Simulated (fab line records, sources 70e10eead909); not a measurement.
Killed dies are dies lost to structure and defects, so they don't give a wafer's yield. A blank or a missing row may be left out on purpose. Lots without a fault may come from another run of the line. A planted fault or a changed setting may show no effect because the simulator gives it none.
fab line records | flow nand_harc
record lots=24 wafers=72 last_day=25
route steps=1159 shown P_STI@91 P_GATE@157 P_CONTACT@252 P_M0@268 P_M1@300
lots that met no fault: from a run of the same line without faults
start_h: hours from the record's first day to the start of the lot's first wafer shown | wait_h: hours since the lot's step before | " the same as in the row above | L1.1+2: a row that stands for several wafers | - no value, or no start given | * or withheld: withheld | < > ~ a bound
route shown NAME@n: a module of which the file shows steps, and the number in the route of the first | usual: mean/standard deviation of fault-free wafers | same: alike in all rows | chamber/n: place in a boat | sites: the reading at each site | _std_site: their standard deviation | _edge_site: outer sites' mean less inner sites' | radius_mm: how far each site lies from the wafer's centre | mask NAME#n: copy n | behind: the tool/chamber that last shaped the wafer | hold: why the lot was held/for how many hours/how that ended | device: the transistor (n, p or np) that didn't switch | end of line: the same wafers' tests at the end of the route | a step without rows: its recipe alone | killed: dies lost to structure and defects at the first sort, not the wafer's yield | map: a wafer's dies, x killed, . not, _ none there
set.NAME: the setting as run; set.NAME@STEP: as run at that earlier step | model.NAME: the simulator's own value behind a step, which no gauge read
steps of the route over a sample of lots; a table a step, a row a wafer
services: from which hour (start_h, from the record's first day; less than 0 if before it) a tool's chamber was out of use, for how many hours, and why
## steps
# step NHARC_P_STI_CD_MEAS_16
# usual cd_nm=200.2/2.5
# columns lot.wafer tool chamber start_h wait_h cd_nm
L074.3 cd_sem-02 - 35.80 - 198.0
L074.4 " - " " 203.1
L074.5 " - " " 203.5
L075.2 cd_sem-01 - 44.57 - 197.9
L075.4 " - " " 199.6
L075.5 " - " " 202.3
L076.2 cd_sem-03 - 44.72 - 200.2
L076.3 " - " " 198.4
L076.6 " - " " 198.8
L077.1 cd_sem-03 - 54.66 - 199.6
L077.4 " - " " 202.3
L077.5 " - " " 195.5
L079.1 cd_sem-03 - 61.94 - 205.2
L079.4 " - " " 199.3
L079.5 " - " " 204.7
L078.1 cd_sem-02 - 62.11 - 197.7
L078.3 " - " " 195.4
L078.4 " - " " 200.6
L080.2 cd_sem-03 - 71.84 - 197.1
L080.5 " - " " 204.8
L080.6 " - " " 199.9
L081.2 cd_sem-03 - 77.32 - 199.2
L081.4 " - " " 200.8
L081.6 " - " " 200.3
L082.1 cd_sem-03 - 84.69 - 196.9
L082.2 " - " " 199.7
L082.6 " - " " 199.4
L084.1 cd_sem-01 - 93.77 - 198.9
L084.3 " - " " 194.1
L084.4 " - " " 200.4
L083.3 cd_sem-03 - 93.95 - 201.9
L083.4 " - " " 200.1
L083.5 " - " " 199.1
L085.1 cd_sem-01 - 102.23 - 198.1
L085.2 " - " " 204.9
L085.3 " - " " 201.0
L086.2 cd_sem-03 - 107.49 - 202.3
L086.3 " - " " 199.9
L086.5 " - " " 202.7
L087.2 cd_sem-03 - 115.52 - 203.0
L087.4 " - " " 202.5
L087.5 " - " " 200.0
L088.1 cd_sem-02 - 119.60 - 200.2
L088.3 " - " " 198.2
L088.6 " - " " 201.9
L089.3 cd_sem-02 - 128.73 - 193.8
L089.5 " - " " 201.1
L089.6 " - " " 200.2
L091.3 cd_sem-03 - 134.41 - 202.0
L091.4 " - " " 195.3
L091.5 " - " " 197.0
L090.1 cd_sem-03 - 134.56 - 199.9
L090.4 " - " " 202.8
L090.5 " - " " 197.6
L092.3 cd_sem-02 - 144.23 - 196.1
L092.5 " - " " 200.6
L092.6 " - " " 202.1
L093.1 cd_sem-02 - 149.43 - 200.1
L093.3 " - " " 202.8
L093.5 " - " " 201.7
L094.1 cd_sem-01 - 156.03 - 198.4
L094.3 " - " " 202.7
L094.6 " - " " 199.5
L095.1 cd_sem-03 - 167.71 - 198.3
L095.3 " - " " 203.1
L095.5 " - " " 201.8
L096.2 cd_sem-01 - 167.76 - 199.2
L096.4 " - " " 204.9
L096.5 " - " " 200.7
L097.1 cd_sem-03 - 175.95 - 200.9
L097.2 " - " " 201.2
L097.6 " - " " 200.2
# step NHARC_P_GATE_STRIP_101
# recipe time_s=20 o2_flow_sccm=500 ar_flow_sccm=0 bias_w=0 chemistry=O2
# usual drypump_motor_current_A=5.8/0.47 oes_product_au=0.999/0.013 rf_vpp_V=57.9/0.83 showerhead_plenum_p_Torr=3.51/0.15 throttle_valve_pct=17.035/0.0087
# columns lot.wafer tool chamber start_h wait_h drypump_motor_current_A oes_product_au rf_hours_counter_h rf_vpp_V showerhead_plenum_p_Torr throttle_valve_pct
L074.4 rie_diel-08 3 102.33 0.1 6.2 0.995 28 57.7 3.40 17.039
L074.3 " 0 " " 6.3 1.006 28 58.9 3.44 17.026
L074.5 " 1 " " 6.1 0.989 - 57.0 3.48 17.030
L076.2 rie_diel-08 1 108.33 0.1 6.1 0.985 29 58.4 3.47 17.026
L076.3 " 0 " " 6.3 1.013 29 58.6 3.44 17.050
L076.6 " 2 " " 4.9 1.005 - 59.2 3.75 17.020
L075.2 rie_diel-06 0 108.88 0.1 5.6 0.997 11 57.4 3.34 17.029
L075.4 " 1 " " 6.3 1.014 11 56.9 3.36 17.036
L075.5 " 3 " " 5.8 1.011 - 58.4 3.68 17.028
L077.4 rie_diel-06 2 117.52 0.1 5.7 1.004 16 57.4 3.37 17.038
L077.1 " 3 " " 5.7 1.030 17 58.2 3.68 17.037
L077.5 " 0 " " 5.6 1.001 - 57.2 3.33 17.031
L079.4 rie_diel-08 1 124.00 0.1 6.2 0.980 33 57.6 3.47 17.052
L079.1 " 3 " " 6.2 0.987 33 58.0 3.39 17.045
L079.5 " 1 " " 6.1 0.980 - 57.7 3.47 17.051
L078.1 rie_diel-08 3 124.57 0.1 6.2 1.004 33 57.4 3.39 17.032
L078.4 " 0 " " 6.3 1.016 34 58.3 3.43 17.048
L078.3 " 2 " " 4.9 1.019 32 58.2 3.75 17.045
L080.2 rie_diel-08 0 135.88 0.1 6.3 1.008 0 56.1 3.43 17.047
L080.5 " 3 " " 6.2 0.988 - 58.0 3.39 17.041
L080.6 " 0 " " 6.3 0.998 - 56.2 3.43 17.025
L081.4 rie_diel-08 3 145.75 0.1 6.2 1.004 2 56.9 3.39 17.021
L081.2 " 2 " " 4.9 1.002 1 58.6 3.75 17.028
L081.6 " 0 " " 6.3 1.024 - 57.1 3.43 17.029
L082.2 rie_diel-08 3 146.33 0.1 6.2 0.991 2 58.1 3.39 17.037
L082.1 " 0 " " 6.3 1.010 2 57.6 3.43 17.034
L082.6 " 3 " " 6.2 0.993 - 57.0 3.39 17.034
L083.4 rie_diel-06 1 157.41 0.1 6.2 1.009 25 57.9 3.36 17.043
L083.3 " 3 " " 5.8 1.014 30 58.9 3.67 17.036
L083.5 " 0 " " 5.6 1.003 - 57.1 3.33 17.033
L084.1 rie_diel-04 2 158.12 0.1 5.6 1.000 16 58.3 3.80 17.044
L084.3 " 3 " " 6.0 0.999 16 58.1 3.67 17.038
L084.4 " 0 " " 5.7 1.013 13 58.0 3.65 17.030
L087.4 rie_diel-08 2 177.14 0.1 4.9 0.994 9 58.7 3.74 17.030
L087.2 " 3 " " 6.2 0.997 9 57.7 3.39 17.043
L087.5 " 1 " " 6.2 0.966 - 57.9 3.47 17.038
L088.3 rie_diel-08 3 177.17 0.1 6.2 0.999 9 57.9 3.39 17.047
L088.1 " 2 " " 4.9 0.996 9 59.1 3.74 17.040
L088.6 " 0 " " 6.3 1.026 - 57.6 3.43 17.020
L086.3 rie_diel-06 1 177.50 0.2 6.2 1.018 34 57.1 3.35 17.049
L086.2 " 3 " " 5.8 1.018 40 58.1 3.67 17.038
L086.5 " 1 " " 6.3 1.007 - 58.1 3.35 17.024
L085.1 rie_diel-08 1 183.38 0.1 6.1 0.993 11 56.7 3.47 17.027
L085.2 " 2 " " 4.9 0.997 11 59.6 3.74 17.029
L085.3 " 3 " " 6.2 1.006 10 58.1 3.39 17.036
L089.3 rie_diel-08 1 193.86 0.1 6.2 0.981 12 58.0 3.47 17.040
L089.5 " 0 " " 6.3 1.008 - 57.3 3.43 17.034
L089.6 " 1 " " 6.2 0.981 - 57.2 3.47 17.036
L091.3 rie_diel-04 0 199.86 0.1 5.7 0.999 29 56.7 3.64 17.043
L091.4 " 2 " " 5.6 0.998 31 58.0 3.79 17.033
L091.5 " 3 " " 6.0 0.991 - 58.0 3.66 17.051
L090.4 rie_diel-08 2 200.54 0.1 4.9 1.001 14 58.4 3.74 17.031
L090.1 " 0 " " 6.3 1.020 13 57.6 3.43 17.036
L090.5 " 2 " " 4.9 0.995 - 58.2 3.74 17.046
L093.3 rie_diel-04 0 211.11 0.1 5.7 1.003 34 58.7 3.64 17.035
L093.1 " 2 " " 5.6 0.996 37 58.9 3.79 17.030
L093.5 " 0 " " 5.7 1.002 - 58.5 3.64 17.035
L092.3 rie_diel-08 2 211.91 0.1 4.9 0.994 17 58.0 3.74 17.030
L092.5 " 1 " " 6.1 0.981 - 57.2 3.46 17.029
L092.6 " 2 " " 4.9 1.000 - 58.4 3.74 17.037
L094.3 rie_diel-06 3 219.11 0.1 5.8 1.008 57 58.8 3.66 17.027
L094.1 " 0 " " 5.6 1.010 53 57.0 3.31 17.050
L094.6 " 3 " " 5.7 1.012 - 58.0 3.66 17.033
L097.2 rie_diel-08 2 233.85 0.1 4.9 0.994 19 58.9 3.74 17.029
L097.1 " 3 " " 6.2 0.993 18 57.3 3.38 17.035
L097.6 " 3 " " 6.2 0.995 - 56.8 3.38 17.026
L095.3 rie_diel-06 3 234.05 0.1 5.7 1.019 61 57.7 3.65 17.030
L095.1 " 0 " " 5.6 0.995 57 56.9 3.31 17.040
L095.5 " 0 " " 5.6 0.989 - 57.6 3.31 17.039
L096.2 rie_diel-08 3 242.15 0.1 6.2 1.002 20 58.0 3.38 17.040
L096.4 " 1 " " 6.2 0.965 21 58.4 3.46 17.024
L096.5 " 3 " " 6.2 0.989 - 57.7 3.38 17.045
# step NHARC_P_CONTACT_INSPECT_27
# usual raw_defect_count=301/140
# columns lot.wafer tool chamber start_h wait_h raw_defect_count
L074.3 defect_inspect-01 - 119.99 0.1 320
L074.4 " - " " 421
L074.5 " - " " 195
L076.2 defect_inspect-01 - 126.77 0.1 138
L076.3 " - " " 209
L076.6 " - " " 147
L075.2 defect_inspect-01 - 127.32 0.1 209
L075.4 " - " " 348
L075.5 " - " " 349
L077.1 defect_inspect-01 - 131.57 0.1 464
L077.4 " - " " 226
L077.5 " - " " 242
L079.1 defect_inspect-02 - 136.34 0.1 361
L079.4 " - " " 348
L079.5 " - " " 387
L078.1 defect_inspect-02 - 139.76 0.1 128
L078.3 " - " " 120
L078.4 " - " " 234
L080.2 defect_inspect-02 - 151.87 0.1 263
L080.5 " - " " 207
L080.6 " - " " 276
L081.2 defect_inspect-02 - 160.12 0.1 420
L081.4 " - " " 199
L081.6 " - " " 392
L082.1 defect_inspect-02 - 166.11 0.1 199
L082.2 " - " " 297
L082.6 " - " " 263
L083.3 defect_inspect-01 - 169.90 0.1 672
L083.4 " - " " 513
L083.5 " - " " 287
L084.1 defect_inspect-02 - 170.80 0.1 340
L084.3 " - " " 177
L084.4 " - " " 219
L087.2 defect_inspect-01 - 189.53 0.1 192
L087.4 " - " " 192
L087.5 " - " " 387
L088.1 defect_inspect-02 - 190.04 0.1 269
L088.3 " - " " 587
L088.6 " - " " 183
L086.2 defect_inspect-02 - 192.18 0.1 184
L086.3 " - " " 360
L086.5 " - " " 191
L085.1 defect_inspect-01 - 202.60 0.1 243
L085.2 " - " " 216
L085.3 " - " " 198
L089.3 defect_inspect-01 - 210.44 0.1 157
L089.5 " - " " 243
L089.6 " - " " 255
L091.3 defect_inspect-01 - 214.08 0.1 183
L091.4 " - " " 257
L091.5 " - " " 268
L090.1 defect_inspect-01 - 214.58 0.1 333
L090.4 " - " " 605
L090.5 " - " " 312
L093.1 defect_inspect-01 - 226.33 0.1 280
L093.3 " - " " 337
L093.5 " - " " 589
L092.3 defect_inspect-02 - 231.51 0.1 224
L092.5 " - " " 212
L092.6 " - " " 203
L094.1 defect_inspect-01 - 236.38 0.1 323
L094.3 " - " " 246
L094.6 " - " " 270
L097.1 defect_inspect-02 - 249.84 0.1 142
L097.2 " - " " 154
L097.6 " - " " 177
L095.1 defect_inspect-01 - 250.39 0.1 286
L095.3 " - " " 192
L095.5 " - " " 317
L096.2 defect_inspect-01 - 256.48 0.1 369
L096.4 " - " " 324
L096.5 " - " " 295
# step NHARC_P_M0_ETCH_15
# recipe target_depth_a=1500 overetch_a=150 time_s=82.5 c4f8_flow_sccm=withheld ar_flow_sccm=400 rf_w=600 bias_w=300 chemistry=C4F8/Ar
# usual oes_product_au=0.955/0.023 rf_vpp_V=440.2/2.6
# columns lot.wafer tool chamber start_h wait_h oes_product_au rf_hours_counter_h rf_vpp_V
L074.3 rie_diel-07 1 - - 0.945 4.0 438.5
L074.4 " 0 " " 0.948 3.7 443.1
L074.5 " 1 " " 0.951 - 437.2
L076.3 rie_diel-11 0 - - 0.928 6.4 438.1
L076.2 " 3 " " 0.917 6.4 438.9
L076.6 " 1 " " 0.914 - 446.4
L075.2 rie_diel-11 0 - - 0.968 6.4 438.6
L075.4 " 2 " " 0.972 6.8 443.3
L075.5 " 0 " " 0.959 - 438.2
L077.1 rie_diel-01 2 - - 0.918 7.4 440.5
L077.4 " 3 " " 0.933 8.4 436.9
L077.5 " 2 " " 0.921 - 440.6
L079.1 rie_diel-11 1 - - 0.916 7.2 444.5
L079.4 " 3 " " 0.921 7.3 439.8
L079.5 " 1 " " 0.919 - 444.8
L078.3 rie_diel-11 0 - - 0.927 7.2 437.2
L078.4 " 1 " " 0.919 7.4 444.9
L078.1 " 2 " " 0.935 7.5 443.5
L080.2 rie_diel-01 1 - - 0.956 0.3 440.7
L080.5 " 1 " " 0.960 - 440.7
L080.6 " 2 " " 0.949 - 440.5
L081.2 rie_diel-11 0 - - 0.933 9.1 438.6
L081.4 " 3 " " 0.917 9.1 439.8
L081.6 " 0 " " 0.919 - 438.1
L082.1 rie_diel-01 3 - - 0.978 1.7 438.6
L082.2 " 1 " " 0.944 1.7 441.2
L082.6 " 2 " " 0.967 - 440.7
L083.3 rie_diel-07 3 - - 1.002 6.8 438.3
L083.4 " 2 " " 0.965 7.2 439.9
L083.5 " 3 " " 0.984 - 437.4
L084.1 rie_diel-01 1 - - 0.903 2.1 440.2
L084.4 " 3 " " 0.937 2.4 436.9
L084.3 " 0 " " 0.916 2.4 439.8
L087.4 rie_diel-01 2 - - 0.961 3.1 440.2
L087.2 " 3 " " 0.979 3.1 436.1
L087.5 " 3 " " 0.979 - 438.6
L088.1 rie_diel-01 1 - - 0.947 3.0 440.0
L088.3 " 2 " " 0.956 3.1 441.8
L088.6 " 0 " " 0.969 - 441.3
L086.2 rie_diel-01 0 - - 0.955 3.5 441.7
L086.3 " 1 " " 0.928 3.5 442.5
L086.5 " 3 " " 0.978 - 436.6
L085.3 rie_diel-11 1 - - 0.965 0.2 444.5
L085.1 " 3 " " 0.969 0.4 440.4
L085.2 " 0 " " 0.971 0.3 436.7
L089.3 rie_diel-01 2 - - 0.962 5.0 440.9
L089.5 " 0 " " 0.989 - 441.6
L089.6 " 1 " " 0.946 - 441.2
L091.4 rie_diel-07 3 - - 0.963 10.2 437.8
L091.3 " 0 " " 0.949 9.9 442.9
L091.5 " 1 " " 0.963 - 436.9
L090.1 rie_diel-11 3 - - 0.991 1.2 440.1
L090.4 " 2 " " 0.992 1.4 442.1
L090.5 " 3 " " 0.981 - 440.2
L093.1 rie_diel-11 3 - - 0.953 1.7 439.6
L093.3 " 0 " " 0.972 1.3 437.9
L093.5 " 0 " " 0.962 - 437.9
L092.3 rie_diel-01 1 - - 0.937 5.0 440.5
L092.5 " 3 " " 0.989 - 436.9
L092.6 " 0 " " 0.973 - 442.3
L094.1 rie_diel-07 0 - - 0.976 0.0 441.8
L094.3 " 1 " " 0.959 0.0 435.8
L094.6 " 0 " " 0.976 - 443.1
L097.2 rie_diel-07 2 - - 0.965 1.0 439.8
L097.1 " 0 " " 0.974 1.3 442.1
L097.6 " 2 " " 0.952 - 439.5
L095.3 rie_diel-07 0 - - 0.987 1.4 443.2
L095.1 " 2 " " 0.962 1.0 440.3
L095.5 " 1 " " 0.974 - 437.7
L096.4 rie_diel-11 2 - - 0.968 4.4 441.7
L096.2 " 1 " " 0.972 4.0 443.4
L096.5 " 3 " " 0.956 - 438.0
# step NHARC_P_M1_ETCH_15
# recipe target_depth_a=1825 time_s=91.2 c4f8_flow_sccm=withheld ar_flow_sccm=400 rf_w=600 bias_w=300 chemistry=C4F8/Ar
# usual oes_product_au=0.954/0.023 rf_vpp_V=441/3
# columns lot.wafer tool chamber start_h wait_h oes_product_au rf_hours_counter_h rf_vpp_V
L074.4 rie_diel-02 2 - - 0.968 10 447
L074.3 " 3 " " 0.974 10 445
L074.5 " 1 " " 0.943 - 437
L076.3 rie_diel-02 0 - - 0.957 9 443
L076.2 " 2 " " 0.928 10 446
L076.6 " 3 " " 0.972 - 446
L075.2 rie_diel-02 3 - - 0.956 10 444
L075.4 " 0 " " 0.955 9 442
L075.5 " 2 " " 0.953 - 445
L077.1 rie_diel-13 3 - - 0.965 3 443
L077.4 " 0 " " 0.967 2 445
L077.5 " 2 " " 0.937 - 438
L079.1 rie_diel-13 2 - - 0.954 3 437
L079.4 " 3 " " 0.955 3 442
L079.5 " 2 " " 0.944 - 437
L078.3 rie_diel-10 1 - - 0.925 3 446
L078.1 " 2 " " 0.913 4 438
L078.4 " 3 " " 0.932 4 443
L080.2 rie_diel-13 3 - - 0.929 4 442
L080.6 " 1 " " 0.931 - 442
L080.5 " 2 " " 0.920 - 439
L081.4 rie_diel-10 2 - - 0.951 5 437
L081.2 " 3 " " 0.970 5 442
L081.6 " 3 " " 0.962 - 441
L082.1 rie_diel-10 3 - - 0.969 5 441
L082.2 " 1 " " 0.985 3 445
L082.6 " 2 " " 0.972 - 437
L083.3 rie_diel-13 0 - - 0.981 5 444
L083.4 " 2 " " 0.954 4 437
L083.5 " 0 " " 0.974 - 444
L084.3 rie_diel-13 0 - - 0.974 5 445
L084.4 " 1 " " 0.973 4 443
L084.1 " 3 " " 0.956 5 440
L087.4 rie_diel-02 3 - - 0.984 3 443
L087.2 " 1 " " 0.955 3 436
L087.5 " 3 " " 0.987 - 443
L088.3 rie_diel-02 0 - - 0.975 3 442
L088.1 " 1 " " 0.958 3 437
L088.6 " 0 " " 0.958 - 445
L086.3 rie_diel-10 3 - - 0.984 0 441
L086.2 " 1 " " 0.959 0 446
L086.5 " 3 " " 0.990 - 443
L085.1 rie_diel-10 3 - - 0.980 1 442
L085.2 " 1 " " 0.962 1 446
L085.3 " 2 " " 0.966 1 437
L089.3 rie_diel-02 3 - - 0.953 4 444
L089.5 " 0 " " 0.967 - 441
L089.6 " 1 " " 0.974 - 438
L091.3 rie_diel-10 2 - - 0.978 1 437
L091.4 " 0 " " 0.973 1 442
L091.5 " 2 " " 0.970 - 438
L090.1 rie_diel-13 3 - - 0.915 10 441
L090.4 " 1 " " 0.925 9 442
L090.5 " 3 " " 0.934 - 439
L093.1 rie_diel-10 2 - - 0.944 1 437
L093.3 " 3 " " 0.969 1 441
L093.5 " 0 " " 0.986 - 441
L092.3 rie_diel-10 1 - - 0.949 1 447
L092.5 " 1 " " 0.942 - 445
L092.6 " 2 " " 0.939 - 436
L094.3 rie_diel-13 3 - - 0.924 12 442
L094.1 " 0 " " 0.930 11 444
L094.6 " 2 " " 0.914 - 439
L097.2 rie_diel-10 0 - - 0.972 1 441
L097.1 " 1 " " 0.957 2 446
L097.6 " 0 " " 0.976 - 443
L095.3 rie_diel-13 3 - - 0.927 14 442
L095.1 " 0 " " 0.928 13 444
L095.5 " 2 " " 0.919 - 437
L096.4 rie_diel-13 1 - - 0.912 12 441
L096.2 " 2 " " 0.905 14 437
L096.5 " 2 " " 0.917 - 437
# step NHARC_P_M1_CMP_23
# recipe t_overpolish_s=20 target_thk_nm=157.82
# usual motor_current_A=12.2/1.1 time_to_endpoint_s=29.8/2.5
# columns lot.wafer tool chamber start_h wait_h motor_current_A time_to_endpoint_s
L074.4 cmp-04 2 128.10 - 11.8 29.1
L074.3 " 0 " " 14.4 27.5
L074.5 " 1 " " 10.7 31.0
L076.2 cmp-03 0 134.17 - 12.6 27.0
L076.3 " 3 " " 14.1 30.8
L076.6 " 0 " " 12.5 27.1
L075.2 cmp-04 1 134.52 - 11.4 28.6
L075.4 " 3 " " 11.5 29.9
L075.5 " 1 " " 10.2 27.4
L077.1 cmp-02 0 138.97 - 13.2 32.1
L077.4 " 3 " " 11.2 32.2
L077.5 " 1 " " 12.6 33.5
L079.4 cmp-04 3 143.86 - 11.0 31.6
L079.1 " 0 " " 13.8 26.1
L079.5 " 1 " " 10.2 31.4
L078.4 cmp-04 3 147.01 - 11.5 29.3
L078.1 " 0 " " 14.1 24.9
L078.3 " 1 " " 10.9 28.5
L080.2 cmp-04 0 159.16 - 13.5 27.3
L080.5 " 0 " " 14.0 28.7
L080.6 " 1 " " 10.9 32.5
L081.2 cmp-03 1 168.22 - 10.9 33.0
L081.4 " 2 " " 12.2 28.3
L081.6 " 3 " " 13.8 31.0
L082.2 cmp-02 2 173.52 - 12.4 31.6
L082.1 " 3 " " 11.5 28.8
L082.6 " 2 " " 11.8 32.3
L083.3 cmp-04 3 176.93 - 11.3 29.7
L083.4 " 0 " " 14.1 26.1
L083.5 " 3 " " 10.8 32.7
L084.4 cmp-03 1 178.16 - 12.1 30.5
L084.3 " 2 " " 12.1 27.2
L084.1 " 3 " " 13.2 27.2
L087.2 cmp-02 0 196.87 - 13.3 29.0
L087.4 " 2 " " 12.3 28.5
L087.5 " 0 " " 13.8 28.4
L088.1 cmp-03 0 197.38 - 12.2 32.4
L088.3 " 2 " " 11.5 30.9
L088.6 " 3 " " 13.0 31.6
L086.2 cmp-03 2 199.47 - 11.7 32.1
L086.3 " 3 " " 13.7 30.1
L086.5 " 2 " " 12.2 29.9
L085.1 cmp-02 0 210.26 - 13.5 29.1
L085.3 " 1 " " 13.4 27.7
L085.2 " 2 " " 12.4 30.9
L089.3 cmp-04 1 217.60 - 10.7 33.1
L089.6 " 0 " " 13.9 26.7
L089.5 " 1 " " 10.6 30.8
L091.3 cmp-04 3 221.24 - 10.9 34.3
L091.4 " 1 " " 10.7 32.5
L091.5 " 2 " " 12.8 30.3
L090.4 cmp-04 0 222.15 - 13.9 28.1
L090.1 " 2 " " 12.3 32.3
L090.5 " 0 " " 13.5 30.8
L093.3 cmp-04 3 233.83 - 10.7 33.2
L093.1 " 2 " " 11.3 32.2
L093.5 " 3 " " 11.0 34.5
L092.3 cmp-03 3 239.10 - 14.0 26.6
L092.6 " 1 " " 11.9 28.5
L092.5 " 2 " " 12.0 29.4
L094.3 cmp-03 3 243.95 - 13.6 25.0
L094.1 " 1 " " 11.8 30.3
L094.6 " 0 " " 13.2 23.9
L097.2 cmp-04 1 257.01 - 10.7 29.9
L097.1 " 2 " " 12.0 31.2
L097.6 " 1 " " 10.9 30.3
L095.3 cmp-04 3 257.72 - 11.5 34.5
L095.1 " 2 " " 11.9 32.0
L095.5 " 3 " " 11.2 37.3
L096.4 cmp-02 2 263.85 - 12.7 29.4
L096.2 " 0 " " 13.2 27.9
L096.5 " 1 " " 11.9 29.5
## services
# columns tool chamber start_h hours kind
cmp-04 - 98.62 3.1 repair
rie_diel-13 - 99.00 9.0 pm
cmp-04 - 106.74 4.0 pm
rie_diel-10 1 109.11 3.0 repair
rie_diel-01 3 112.79 4.5 repair
rie_diel-08 - 124.86 9.0 pm
cmp-04 - 133.41 0.9 repair
rie_diel-01 - 137.80 9.0 pm
rie_diel-10 1 150.52 11.2 repair
rie_diel-10 3 150.57 6.8 repair
rie_diel-13 2 158.71 4.8 repair
rie_diel-10 - 176.50 9.0 pm
rie_diel-01 3 178.96 5.8 repair
rie_diel-11 - 189.50 9.0 pm
cmp-04 - 204.64 1.0 repair
rie_diel-11 - 215.80 2.6 repair
rie_diel-01 1 216.16 4.7 repair
rie_diel-08 0 222.34 17.2 repair
rie_diel-10 0 224.04 5.8 repair
rie_diel-08 - 227.69 1.1 repair
rie_diel-13 - 230.35 0.8 repair
rie_diel-13 1 233.97 10.8 repair
rie_diel-08 - 240.22 1.5 repair
rie_diel-08 - 254.84 0.5 repair
## key
fault none
